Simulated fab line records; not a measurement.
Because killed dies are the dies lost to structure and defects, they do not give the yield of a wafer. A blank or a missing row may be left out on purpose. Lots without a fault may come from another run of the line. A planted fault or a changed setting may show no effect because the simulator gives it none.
Comparing a struck lot with a sound one :: flow n5Finfet :: 17 out of 1938 route steps
Sound: these wafers, L318.2, L318.4, L318.5. Struck: wafers L330.1, L330.4 (left out: L330.6, a lot-mate that was not struck); the cause follows at the end.
Per side, at each step with rows, come the tool, then ch with its chambers, and then its first start. Under that, the readings that differ: sound wafers :: struck wafers :: difference of the means :: sigmas: that difference in standard deviations of wafers without a fault.
alike: readings whose means differ by less than 2 such deviations, and words and numbers that are the same on both sides. not compared: withheld readings, readings that some wafer has no value for, bounds like >300 that may hide the same value, and numbers for which the record gives no deviation and whose values overlap.
Wherever a step has rows on one side only, a row that says differs or no value, or a row with sigmas, the two part there. Numbers that don't overlap but have no deviation are shown without sigmas and don't part them. A reading missing from all wafers of one side parts the sides only when that side holds two or more wafers.

first, 3 steps without rows for these wafers: N5_HKMG_FIN_WET_ETCH_65 (etches a-Si in TMAH, stops on TiN, time 49 s, target depth 3 nm); N5_HKMG_FIN_WET_ETCH_81 (etches TiN in SC1, stops on HfO2, time 57 s, target depth 6 nm); N5_HKMG_FIN_WET_ETCH_82 (etches La2O3 in dHCl, stops on HfO2, target depth 2 nm, rinse time 30 s).
N5_HKMG_FIN_ALD_36: deposits TiN, target thk 1 nm, pulse time 1 s, purge time 3 s.
  sound on aldMetal-01 ch 0,2,3, day 4 18:52; struck on aldMetal-04 ch 0,1, day 7 19:47
  alike: heaterPowerW, precursorPulseHeightRel, susceptorTempC
  not compared: sinceWetCleanH
N5_HKMG_FIN_THK_MEAS_70: measures by xrf.
  sound on filmMetro-02, day 4 19:09; struck on filmMetro-02, day 7 20:04
  alike: HK_THK
N5_HKMG_FIN_PWFM_ALD_03: deposits TiN, target thk 2 nm, pulse time 1 s, purge time 3 s.
  sound on aldMetal-02 ch 2,3, day 4 19:11; struck on aldMetal-01 ch 2,3, day 7 20:07
  alike: heaterPowerW, precursorPulseHeightRel, susceptorTempC
  not compared: sinceWetCleanH
then, 6 steps without rows for these wafers: N5_HKMG_FIN_COAT_29 (time 60 s, resist thk 300 nm); N5_HKMG_FIN_COAT_30 (time 60 s, resist thk 35 nm); N5_HKMG_FIN_COAT_06 (resist thk 90 nm); N5_HKMG_FIN_EBR_08; N5_HKMG_FIN_SOFTBAKE_07 (time 60 s); N5_HKMG_FIN_EXPOSE_09 (exposes mask NWFM).
N5_HKMG_FIN_PEB_10: peb time 60 s.
  sound on lithoTrack-02 ch 0, day 4 19:57; struck on lithoTrack-02 ch 0, day 7 20:45
then, 1 step without rows for these wafers: N5_HKMG_FIN_DEVELOP_11 (develop time 30 s).
N5_HKMG_FIN_CD_MEAS_12: target cd 92.8 nm.
  sound on cdSem-02 ch 0, day 4 20:01; struck on cdSem-02 ch 0, day 7 20:49
reading: cdNm (nm)
sound: 92.6 92.8 92.2
struck: 89.7 88.7
difference: -3.3
sigmas: -6
N5_HKMG_FIN_OVL_MEAS_13:
  sound on overlay-02 ch 0, day 4 20:03; struck on overlay-01 ch 0, day 7 20:51
  alike: NWFM_OVL
-- the record jumps here: 5 days lie between the struck wafers' starts before and after (it left off in module HKMG_FIN and takes up again in module BEOL_M4, whose first step shown is number 1111 of the route) --
N5_BEOL_M4_RC_MEAS_101:
  sound on prober-02 ch 0, day 9 02:28; struck on prober-02 ch 0, day 12 10:20
reading: VT_P (mV)
sound: -252.7 -253.7 -254.8
struck: -246.4 -247.4
difference: +6.8
sigmas: +2
  alike: DIBL_N, DIBL_P, IOFF_N, IOFF_P, ION_N, ION_P, SS_N, SS_P, VT_N

WHERE THEY PART
First at N5_HKMG_FIN_CD_MEAS_12; last, within this record, at N5_BEOL_M4_RC_MEAS_101.

WHY: what had been put in by the simulator
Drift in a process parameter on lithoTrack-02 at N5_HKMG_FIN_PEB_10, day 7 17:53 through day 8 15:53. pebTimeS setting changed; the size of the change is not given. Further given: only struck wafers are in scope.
